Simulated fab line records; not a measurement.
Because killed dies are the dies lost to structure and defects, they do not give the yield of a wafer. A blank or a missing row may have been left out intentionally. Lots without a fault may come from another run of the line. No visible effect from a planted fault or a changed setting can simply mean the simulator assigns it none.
fab line records    flow nand-harc
record: lots: 5  wafers: 15  last-day: 26
route steps=1159 shown P_M1@294 P_M2@318 END@1159
lots that met no fault: from a run of the same line without faults
start-h: the number of hours between the record's first day and the start of the first shown wafer of the lot    wait-h: time in hours since the lot's previous step    " as in the row above    L1.1+2: several wafers, shown together as one row    - no value, or no start was given    * or withheld: withheld    < > ~ a bound
route shown NAME@n: a module of which the file shows steps, and the number in the route of the first    usual: mean and standard deviation over wafers with no fault    same: alike in all rows    chamber/n: place in a boat    sites: per-site readings    _std_site: standard deviation across them    _edge_site: inner sites' mean taken away from outer sites' mean    radius-mm: for every site, how far away it sits from the centre of the wafer    mask NAME#n: copy n    behind: tool/chamber where the wafer was last shaped    hold: the reason the lot was held/the length of the hold in hours/how it ended    device: names the non-switching transistor (n, p or np)    end of line: tests run on the same wafers once the route is complete    where a step has no rows: the recipe by itself    killed: count of dies lost to structure and defects at first sort (not the wafer's yield)    map: a wafer's dies, x killed, . not, _ none there
set.NAME: setting as actually run; set.NAME@STEP: the setting as run at that earlier step    model.NAME: the simulator's own value behind a step, which no gauge read
a table for each step, a row for each wafer; lots at some steps of the route
services: a tool's chamber out of use, with start hour (start-h, from the record's first day; less than 0 if before it), hours out, and reason
== steps ==
step: NHARC_P_M1_DEVELOP_08
recipe: develop-time-s: 35  dev-temp-c: 23
step: NHARC_P_M1_CD_MEAS_09
recipe: target-cd-nm: 130  landing-energy-ev: 500
usual: cd-nm: 130.0/0.72
lot.wafer  tool       chamber  start-h  wait-h  cd-nm
L155.2     cd-sem-03  0        183.25   -       128.7
L155.3     "          0        "        "       128.1
L155.4     "          0        "        "       128.4
L162.1     cd-sem-03  0        192.82   -       129.5
L162.4     "          0        "        "       130.1
L162.5     "          0        "        "       129.4
L160.1     cd-sem-03  0        195.17   -       130.8
L160.2     "          0        "        "       129.9
L160.3     "          0        "        "       129.6
L165.1     cd-sem-01  0        203.45   -       129.8
L165.3     "          0        "        "       129.6
L165.6     "          0        "        "       129.5
L172.1     cd-sem-03  0        222.08   -       130.6
L172.2     "          0        "        "       130.0
L172.3     "          0        "        "       130.2
step: NHARC_P_M1_OVL_MEAS_10
recipe: pitch-nm: 260
usual: overlay-x-nm: 0.2/1.3  overlay-y-nm: 0.3/0.91
lot.wafer  tool        chamber  start-h  wait-h  overlay-x-nm  overlay-y-nm
L155.2     overlay-02  -        183.34   -       1.1           1.6
L155.3     "           -        "        "       0.4           1.0
L155.4     "           -        "        "       1.0           0.9
L162.1     overlay-02  -        192.91   -       -1.0          0.4
L162.4     "           -        "        "       -0.5          0.1
L162.5     "           -        "        "       -0.8          0.5
L160.1     overlay-02  -        195.26   -       1.4           0.8
L160.2     "           -        "        "       1.6           0.4
L160.3     "           -        "        "       1.2           0.7
L165.1     overlay-02  -        203.54   -       -3.0          -0.5
L165.3     "           -        "        "       -2.9          -0.3
L165.6     "           -        "        "       -3.1          -0.1
L172.1     overlay-01  -        222.17   -       0.1           0.1
L172.2     "           -        "        "       0.7           0.0
L172.3     "           -        "        "       0.6           -0.6
step: NHARC_P_M1_INSPECT_11
usual: raw-defect-count: 3.9/2.3
lot.wafer  tool               chamber  start-h  wait-h  raw-defect-count
L155.2     defect-inspect-02  -        183.37   0.0     2
L155.3     "                  -        "        "       5
L155.4     "                  -        "        "       2
L162.1     defect-inspect-01  -        192.94   0.0     3
L162.4     "                  -        "        "       3
L162.5     "                  -        "        "       3
L160.1     defect-inspect-01  -        195.29   0.0     1
L160.2     "                  -        "        "       2
L160.3     "                  -        "        "       5
L165.1     defect-inspect-01  -        203.57   0.0     3
L165.3     "                  -        "        "       5
L165.6     "                  -        "        "       7
L172.1     defect-inspect-01  -        222.21   0.0     6
L172.2     "                  -        "        "       6
L172.3     "                  -        "        "       6
step: NHARC_P_M1_DESCUM_14
recipe: time-s: 3  o2-flow-sccm: 200  ar-flow-sccm: 0  bias-power-w: 0  chemistry: O2
step: NHARC_P_M1_ETCH_35
recipe: target-depth-a: 400  overetch-a: 120  time-s: 43.94  ion-energy-ev: 200  n2-flow-sccm: 150  h2-flow-sccm: 150  ar-flow-sccm: 0  rf-w: 400  bias-w: 150  chemistry: N2/H2
step: NHARC_P_M1_ETCH_15
recipe: target-depth-a: 1825  time-s: 91.2  c4f8-flow-sccm: withheld  ar-flow-sccm: 400  rf-w: 600  bias-w: 300  chemistry: C4F8/Ar
step: NHARC_P_M1_CD_MEAS_16
usual: cd-nm: 130.0/0.88
lot.wafer  tool       chamber  start-h  wait-h  cd-nm
L155.2     cd-sem-02  -        183.75   -       129.2
L155.3     "          -        "        "       128.1
L155.4     "          -        "        "       129.0
L162.1     cd-sem-02  -        193.31   -       130.1
L162.4     "          -        "        "       129.7
L162.5     "          -        "        "       128.6
L160.1     cd-sem-03  -        195.66   -       130.5
L160.2     "          -        "        "       130.7
L160.3     "          -        "        "       129.0
L165.1     cd-sem-01  -        203.94   -       130.0
L165.3     "          -        "        "       129.3
L165.6     "          -        "        "       129.1
L172.1     cd-sem-01  -        222.57   -       130.8
L172.2     "          -        "        "       130.6
L172.3     "          -        "        "       129.6
step: NHARC_P_M1_STRIP_18
recipe: power-w: 1000  n2-flow-sccm: 150  h2-flow-sccm: 150  ar-flow-sccm: 0  bias-w: 0  chemistry: N2/H2
usual: chamber-pressure-mTorr: 30.000/0.028  drypump-motor-current-A: 5.7/0.58  oes-product-au: 0.996/0.01  rf-fwd-power-W: 996.8/2.9  rf-vpp-V: 90.5/0.99  showerhead-plenum-p-Torr: 2.02/0.11  throttle-valve-pct: 14.173/0.0093
lot.wafer  tool         chamber  start-h  wait-h  chamber-pressure-mTorr  drypump-motor-current-A  oes-product-au  rf-fwd-power-W  rf-hours-counter-h  rf-vpp-V  showerhead-plenum-p-Torr  throttle-valve-pct
L155.3     rie-diel-13  0        183.82   0.1     29.975                  6.3                      1.002           999.2           2.0                 91.0      1.91                      14.181
L155.4     "            1        "        "       30.010                  5.0                      0.989           995.3           2.0                 90.7      1.93                      14.170
L155.2     "            2        "        "       30.020                  5.7                      0.992           1001.8          2.0                 92.0      2.19                      14.175
L162.1     rie-diel-02  2        193.41   0.1     30.011                  4.8                      1.001           1000.7          1.0                 89.3      1.97                      14.173
L162.4     "            0        "        "       29.969                  5.7                      0.993           999.9           0.8                 91.7      2.18                      14.164
L162.5     "            2        "        "       29.990                  4.8                      0.979           997.5           -                   91.1      1.97                      14.167
L160.1     rie-diel-10  0        195.74   0.1     30.056                  5.9                      1.015           1000.3          0.2                 90.6      2.06                      14.162
L160.2     "            1        "        "       29.954                  5.3                      0.992           992.4           0.2                 91.8      2.12                      14.176
L160.3     "            3        "        "       29.993                  4.8                      0.990           998.2           0.2                 89.8      1.90                      14.173
L165.1     rie-diel-02  1        204.04   0.1     30.038                  6.3                      0.994           990.2           1.3                 92.2      2.11                      14.178
L165.3     "            3        "        "       30.016                  5.1                      1.006           996.0           1.4                 89.8      1.94                      14.169
L165.6     "            1        "        "       30.007                  6.2                      0.992           995.1           -                   90.0      2.11                      14.180
L172.3     rie-diel-10  3        222.65   0.1     29.990                  4.8                      0.990           998.0           3.5                 88.4      1.90                      14.158
L172.1     "            0        "        "       30.031                  5.9                      1.016           997.5           3.7                 90.3      2.06                      14.183
L172.2     "            1        "        "       30.020                  5.3                      1.000           997.9           3.2                 90.2      2.12                      14.185
step: NHARC_P_M1_ETCH_28
recipe: target-depth-a: 300  over-etch-frac: 0.3  time-s: 72.99  ion-energy-ev: 150  cf4-flow-sccm: 50  n2-flow-sccm: 100  ar-flow-sccm: 150  rf-w: 300  bias-w: 100  chemistry: CF4/N2
step: NHARC_P_M1_STRIP_19
recipe: time-s: 600  temp-c: 30  chemistry: post-etch-residue-remover
step: NHARC_P_M1_DEGAS_29
recipe: temp-c: 250  time-s: 60
usual: heater-power-w: 342/39
lot.wafer  tool            chamber  start-h  wait-h  heater-power-w
L155.2     pvd-sputter-02  -        184.46   -       415
L155.3     "               -        "        "       324
L155.4     "               -        "        "       343
L162.4     pvd-sputter-02  -        194.07   -       324
L162.1     "               -        "        "       327
L162.5     "               -        "        "       332
L160.1     pvd-sputter-03  -        196.43   -       325
L160.2     "               -        "        "       300
L160.3     "               -        "        "       302
L165.3     pvd-sputter-02  -        204.67   -       350
L165.1     "               -        "        "       333
L165.6     "               -        "        "       417
L172.1     pvd-sputter-03  -        223.31   -       296
L172.2     "               -        "        "       302
L172.3     "               -        "        "       320
step: NHARC_P_M1_PRE_CLEAN_30
recipe: time-s: 30  temp-c: 280  gas: H2/He
usual: heater-power-w: 421/51
lot.wafer  tool            chamber  start-h  wait-h  heater-power-w
L155.2     pvd-sputter-02  -        184.52   -       398
L155.3     "               -        "        "       410
L155.4     "               -        "        "       517
L162.4     pvd-sputter-02  -        194.17   -       400
L162.1     "               -        "        "       419
L162.5     "               -        "        "       407
L160.2     pvd-sputter-03  -        196.48   -       382
L160.1     "               -        "        "       391
L160.3     "               -        "        "       361
L165.1     pvd-sputter-02  -        204.74   -       512
L165.3     "               -        "        "       404
L165.6     "               -        "        "       425
L172.2     pvd-sputter-03  -        223.39   -       363
L172.1     "               -        "        "       393
L172.3     "               -        "        "       372
step: NHARC_P_M1_PVD_20
recipe: target-thk-a: 50  bias-v: 168.6  power-w: 15000  chamber-pressure-pa: 0.12  time-s: 8.06  substrate-temp-c: 50  material: TaN
step: NHARC_P_M1_PVD_21
recipe: target-thk-a: 300  chamber-pressure-pa: 5  power-w: 5000  substrate-temp-c: 30  time-s: 20.49  material: Cu
usual: throttle-valve-pct: 29.8/0.95
lot.wafer  tool            chamber  start-h  wait-h  throttle-valve-pct
L155.3     pvd-sputter-02  -        -        -       29.5
L155.2     "               -        "        "       29.6
L155.4     "               -        "        "       29.9
L162.1     pvd-sputter-02  -        -        -       29.7
L162.4     "               -        "        "       29.9
L162.5     "               -        "        "       29.6
L160.1     pvd-sputter-03  -        -        -       27.8
L160.3     "               -        "        "       29.0
L160.2     "               -        "        "       31.0
L165.3     pvd-sputter-02  -        -        -       29.0
L165.1     "               -        "        "       29.1
L165.6     "               -        "        "       29.8
L172.3     pvd-sputter-03  -        -        -       28.6
L172.2     "               -        "        "       31.3
L172.1     "               -        "        "       27.7
step: NHARC_P_M1_ECD_22
recipe: target-thk-a: 4000  bath-temp-c: 25  material: Cu
step: NHARC_P_M1_ANNEAL_31
recipe: temp-c: 225  time-s: 90
step: NHARC_P_M1_CMP_23
recipe: t-overpolish-s: 20  target-thk-nm: 157.82
step: NHARC_P_M1_THK_MEAS_24
recipe: thk-meas-gauge: xrf
usual: thk-nm: 158.0/1.4
lot.wafer  tool           chamber  start-h  wait-h  thk-nm
L155.2     film-metro-01  -        185.87   -       159.6
L155.3     "              -        "        "       157.8
L155.4     "              -        "        "       156.7
L162.1     film-metro-02  -        195.59   -       158.3
L162.4     "              -        "        "       158.0
L162.5     "              -        "        "       158.5
L160.1     film-metro-02  -        198.00   -       161.3
L160.2     "              -        "        "       160.5
L160.3     "              -        "        "       156.8
L165.1     film-metro-01  -        206.33   -       158.3
L165.3     "              -        "        "       157.7
L165.6     "              -        "        "       157.1
L172.1     film-metro-01  -        224.97   -       158.2
L172.2     "              -        "        "       160.6
L172.3     "              -        "        "       156.6
step: NHARC_P_M1_SRD_25
step: NHARC_P_M1_PRE_CLEAN_32
recipe: time-s: 12  temp-c: 370  rf-power-w: 300  gas: NH3
usual: heater-power-w: 617/66  rf-fwd-power-W: 292.6/0.8
lot.wafer  tool      chamber  start-h  wait-h  heater-power-w  rf-fwd-power-W
L155.2     pecvd-04  2        186.09   0.1     622             292.6
L155.3     "         1        "        "       598             292.3
L155.4     "         1        "        "       621             293.0
L162.1     pecvd-02  2        195.85   0.1     699             293.3
L162.4     "         1        "        "       654             292.2
L162.5     "         0        "        "       658             292.8
L160.3     pecvd-01  0        198.86   0.7     656             292.1
L160.1     "         1        "        "       595             291.5
L160.2     "         2        "        "       707             293.8
L165.1     pecvd-01  2        206.55   0.1     799             291.9
L165.3     "         0        "        "       592             292.0
L165.6     "         1        "        "       582             292.0
L172.2     pecvd-01  1        225.21   0.1     583             292.3
L172.3     "         2        "        "       808             292.0
L172.1     "         0        "        "       532             291.2
step: NHARC_P_M1_DEP_33
recipe: target-thk-a: 300  temp-c: 370  target-thk-nm: 30  pressure-torr: 3  flow-sccm: 200  rf-w: 450  material: SiCN
usual: heater-power-w: 563/67  rf-fwd-power-W: 449.3/1.3
lot.wafer  tool      chamber  start-h  wait-h  heater-power-w  rf-fwd-power-W
L155.2     pecvd-04  2        186.17   0.1     499             448.7
L155.3     "         1        "        "       534             450.5
L155.4     "         1        "        "       538             450.7
L162.1     pecvd-02  2        195.96   0.1     646             451.1
L162.4     "         1        "        "       521             449.0
L162.5     "         0        "        "       517             448.5
L160.3     pecvd-01  0        198.94   0.1     585             449.4
L160.1     "         1        "        "       573             449.9
L160.2     "         2        "        "       725             447.5
L165.1     pecvd-01  2        206.63   0.1     743             446.4
L165.3     "         0        "        "       526             449.8
L165.6     "         1        "        "       487             450.4
L172.2     pecvd-01  1        225.29   0.1     590             451.3
L172.3     "         2        "        "       753             448.8
L172.1     "         0        "        "       520             449.0
step: NHARC_P_M2_DEP_00
recipe: target-thk-a: 1825  target-thk-nm: 182.5  temp-c: withheld  pressure-torr: 5  flow-sccm: 200  rf-w: 600  material: SiOC
step: NHARC_P_M2_DEHYDRATE_01
recipe: temp-c: 150  time-s: 120
step: NHARC_P_M2_HMDS_02
recipe: time-s: 30
step: NHARC_P_M2_COAT_34
recipe: temp-c: 200  time-s: 65
step: NHARC_P_M2_COAT_03
recipe: spin-rpm: 1500  resist-thk-nm: 90
step: NHARC_P_M2_SOFTBAKE_04
recipe: temp-c: 105  time-s: 55
step: NHARC_P_M2_EBR_05
step: NHARC_P_M2_EXPOSE_06
recipe: na: 1.35  target-cd-nm: 170  dose-mj: 80.78  mask-id: P_M2
step: NHARC_P_M2_PEB_07
recipe: peb-temp-c: 100  peb-time-s: 65
step: NHARC_P_M2_DEVELOP_08
recipe: develop-time-s: 35  dev-temp-c: 23
step: NHARC_P_M2_CD_MEAS_09
recipe: target-cd-nm: 170  landing-energy-ev: 500
usual: cd-nm: 170.0/0.59
lot.wafer  tool       chamber  start-h  wait-h  cd-nm
L155.2     cd-sem-03  0        187.27   -       168.9
L155.3     "          0        "        "       170.2
L155.4     "          0        "        "       169.6
L162.1     cd-sem-03  0        197.17   -       170.5
L162.4     "          0        "        "       169.9
L162.5     "          0        "        "       171.0
L160.1     cd-sem-03  0        200.19   -       169.6
L160.2     "          0        "        "       169.9
L160.3     "          0        "        "       169.0
L165.1     cd-sem-03  0        207.86   -       170.7
L165.3     "          0        "        "       170.6
L165.6     "          0        "        "       170.6
L172.1     cd-sem-01  0        226.52   -       170.7
L172.2     "          0        "        "       170.2
L172.3     "          0        "        "       170.6
step: NHARC_P_M2_OVL_MEAS_10
recipe: pitch-nm: 340
usual: overlay-x-nm: 0.0/0.81  overlay-y-nm: 0.0/1
lot.wafer  tool        chamber  start-h  wait-h  overlay-x-nm  overlay-y-nm
L155.2     overlay-02  -        187.36   -       -1.6          0.0
L155.3     "           -        "        "       -1.3          0.2
L155.4     "           -        "        "       -1.9          -0.2
L162.1     overlay-01  -        197.26   -       -0.6          0.2
L162.4     "           -        "        "       0.3           0.4
L162.5     "           -        "        "       0.0           0.0
L160.1     overlay-02  -        200.28   -       0.2           -1.3
L160.2     "           -        "        "       0.1           -0.9
L160.3     "           -        "        "       -0.3          -0.9
L165.1     overlay-02  -        207.95   -       -0.4          0.7
L165.3     "           -        "        "       -0.4          0.5
L165.6     "           -        "        "       -0.9          1.1
L172.1     overlay-02  -        226.62   -       -1.0          1.4
L172.2     "           -        "        "       -0.5          0.9
L172.3     "           -        "        "       -0.1          1.0
step: NHARC_P_M2_DESCUM_14
recipe: time-s: 3  o2-flow-sccm: 200  ar-flow-sccm: 0  bias-power-w: 0  chemistry: O2
step: NHARC_P_M2_ETCH_35
recipe: target-depth-a: 400  overetch-a: 120  time-s: 43.94  ion-energy-ev: 200  n2-flow-sccm: 150  h2-flow-sccm: 150  ar-flow-sccm: 0  rf-w: 400  bias-w: 150  chemistry: N2/H2
step: NHARC_P_M2_ETCH_15
recipe: target-depth-a: 1825  time-s: 91.2  c4f8-flow-sccm: withheld  ar-flow-sccm: 400  rf-w: 600  bias-w: 300  chemistry: C4F8/Ar
step: NHARC_P_M2_CD_MEAS_16
usual: cd-nm: 170.0/0.74
lot.wafer  tool       chamber  start-h  wait-h  cd-nm
L155.2     cd-sem-02  -        187.76   -       169.4
L155.3     "          -        "        "       169.6
L155.4     "          -        "        "       170.2
L162.1     cd-sem-03  -        197.66   -       170.1
L162.4     "          -        "        "       170.5
L162.5     "          -        "        "       171.5
L160.1     cd-sem-02  -        200.68   -       170.8
L160.2     "          -        "        "       170.0
L160.3     "          -        "        "       169.3
L165.1     cd-sem-02  -        208.35   -       171.0
L165.3     "          -        "        "       169.8
L165.6     "          -        "        "       170.6
L172.1     cd-sem-03  -        227.02   -       170.9
L172.2     "          -        "        "       170.3
L172.3     "          -        "        "       170.7
step: NHARC_P_M2_STRIP_18
recipe: power-w: 1000  n2-flow-sccm: 150  h2-flow-sccm: 150  ar-flow-sccm: 0  bias-w: 0  chemistry: N2/H2
step: NHARC_END_SORT_01
recipe: temp-c: 25
usual: defect-limited-yield: 95.1/1.7  killed-at-array: 29/11  killed-at-other: 0.5/0.85  killed-at-periphery: 3.0/2.3  killed-dies: 33/12  killed-open: 3.3/1.9  killed-short: 2.0/1.5  sort_bin_2_pct: 1.5/0.66  sort_bin_3_pct: 0.25/0.21  sort_bin_4_pct: 3.1/1.2  sort-n-pass: 644/12  sort-rim-yield-pct: 96.7/2  sort-yield-pct: 95.1/1.7
same: gross-dies: 677  sort_bin_5_pct[%]: 0  sort_bin_6_pct[%]: 0  sort_bin_7_pct[%]: 0  sort_bin_8_pct[%]: 0  sort-rim-n-gross: 106.00
lot.wafer  tool       chamber  start-h  wait-h  defect-limited-yield[%]  killed-at-array  killed-at-other  killed-at-periphery  killed-dies  killed-open  killed-short  sort_bin_2_pct[%]  sort_bin_3_pct[%]  sort_bin_4_pct[%]  sort-n-pass  sort-rim-yield-pct[%]  sort-yield-pct[%]
L155.2     prober-01  0        573.00   2.8     95.7                     27               0                2                    29           5            1             1.6                0                  2.7                648          99.1                   95.7
L155.3     prober-01  0        573.80   3.1     94.8                     33               1                1                    35           5            6             1.3                0.30               3.5                642          96.2                   94.8
L155.4     prober-01  0        574.59   3.4     95.3                     31               1                0                    32           1            3             1.2                0.15               3.4                645          97.2                   95.3
L172.1     prober-01  0        634.40   2.5     86.1                     29               0                65                   94           5            3             5.2                4.28               4.4                583          85.8                   86.1
killed by level:class
L155.2 A_SLIT:chamber-film-flake=12 A_CONTACT:chamber-film-flake=4 A_ZERO_WELL:chamber-film-flake=3 A_ONON_D1:geometric-particle:open=2 A_CHANNEL_HOLE_D1:chamber-film-flake=2 P_CONTACT:geometric-particle:short=1 P_M1:geometric-particle:open=1 A_CONTACT:geometric-particle:open=1
L155.3 A_SLIT:chamber-film-flake=16 A_CONTACT:geometric-particle:open=3 A_CONTACT:chamber-film-flake=3 A_WL_FILL:geometric-particle:short=2 A_ZERO_WELL:chamber-film-flake=2 A_CHANNEL_HOLE_D1:chamber-film-flake=2 A_ONON_D1:geometric-particle:short=1 A_CHANNEL_HOLE_D1:geometric-particle:open=1
L155.4 A_SLIT:chamber-film-flake=10 A_CONTACT:chamber-film-flake=7 A_CHANNEL_HOLE_D1:chamber-film-flake=4 A_WL_FILL:chamber-film-flake=4 A_ONON_D1:geometric-particle:short=2 A_STAIRCASE:chamber-film-flake=2 A_CHANNEL_FILL_D1:geometric-particle:short=1 A_CONTACT:geometric-particle:open=1
L172.1 P_M1:unspecified=59 A_CHANNEL_HOLE_D1:chamber-film-flake=8 A_STAIRCASE:chamber-film-flake=7 P_CONTACT:chamber-film-flake=4 A_SLIT:chamber-film-flake=4 A_M0:geometric-particle:open=2 A_M0:chamber-film-flake=2 P_STI:geometric-particle:open=1
map L172.1 (x killed, . not)
____________x____________
_________xxxxxxx_________
_______xxxxxxxx..._______
______xxxxxxxx.x...______
_____.xxxxxxxxx....._____
____..xxxxxxxxx......____
____...xxxxxxxx......____
___.....xxxxx.........___
___......xxx.x........___
__......xxx............__
__.....................__
_........x..x..........._
_...........x..........._
_................x.xxx.._
_.....x..........x......_
_...................x..._
.....x.x.........x...x...
....................x....
.........................
...............x.........
..x......................
_........x.x............_
_........xx.........x..._
_......x................_
_........x.............._
_........x.............._
__.....................__
__...x....x............__
___.....x..........x..___
___...................___
____.................____
____.................____
_____..x............_____
______.............______
_______x.........._______
_________......._________
____________.____________
map L160.1 (x killed, . not)
____________.____________
_________......._________
_______...x......._______
______.........x...______
_____..............._____
____.................____
____............x....____
___...................___
___............x......___
__....................x__
__...x...........x.....__
_......................._
_...........x..........._
_..x...................._
_.....x................._
_..x...................._
...................x.....
....................x....
.........................
.........................
.....x..............x....
_....................x.x_
_................x......_
_......................._
_..x..........x........._
_......................._
__.....................__
__......xx............x__
___...................___
___...................___
____................x____
____.................____
_____..............._____
______...x.........______
_______...x......._______
_________...x..._________
____________.____________
== services ==
tool            chamber  start-h  hours  kind
pecvd-02        0        166.05   -      clean
pecvd-02        1        166.05   -      clean
pecvd-02        2        166.05   -      clean
rie-diel-10     -        176.50   9.0    pm
rie-diel-10     0        176.50   9.0    vent-cycle
rie-diel-10     1        176.50   9.0    vent-cycle
rie-diel-10     2        176.50   9.0    vent-cycle
rie-diel-10     3        176.50   9.0    vent-cycle
rie-diel-02     1        177.43   1.4    repair
rie-diel-02     0        177.51   4.2    repair
pvd-sputter-03  -        179.13   6.0    repair
pecvd-02        -        184.09   1.5    repair
rie-diel-02     0        184.20   -      clean
rie-diel-02     1        184.20   -      clean
rie-diel-02     2        184.20   -      clean
rie-diel-02     3        184.20   -      clean
rie-diel-10     0        185.50   -      clean
rie-diel-10     1        185.50   -      clean
rie-diel-10     2        185.50   -      clean
rie-diel-10     3        185.50   -      clean
pecvd-04        -        195.00   13.0   pm
rie-diel-10     1        208.77   2.3    repair
pvd-sputter-02  -        214.07   10.0   pm
rie-diel-13     2        223.26   7.6    repair
== key ==
first-sign: step: NHARC_END_SORT_01  reading: killed-at-periphery  direction: up  sigmas: 27  usual: 3.0  struck: 65
effect: step: NHARC_END_SORT_01  reading: killed-dies  direction: up  sigmas: 5.2  usual: 33  struck: 94
more-kills-born-at: NHARC_P_M1_PRE_CLEAN_30@pvd-sputter-03: 59
met-at NHARC_P_M1_PRE_CLEAN_30
struck-wafers L172.1
onset-between 196.48 223.39
fault: kind: chamber-particle-source  tool: pvd-sputter-03  chamber: -  onset-h: 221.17  steps: NHARC_P_M1_PRE_CLEAN_30  rate-per-visit-cm2: 1.3998  end-h: 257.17  scope: struck-wafers-only
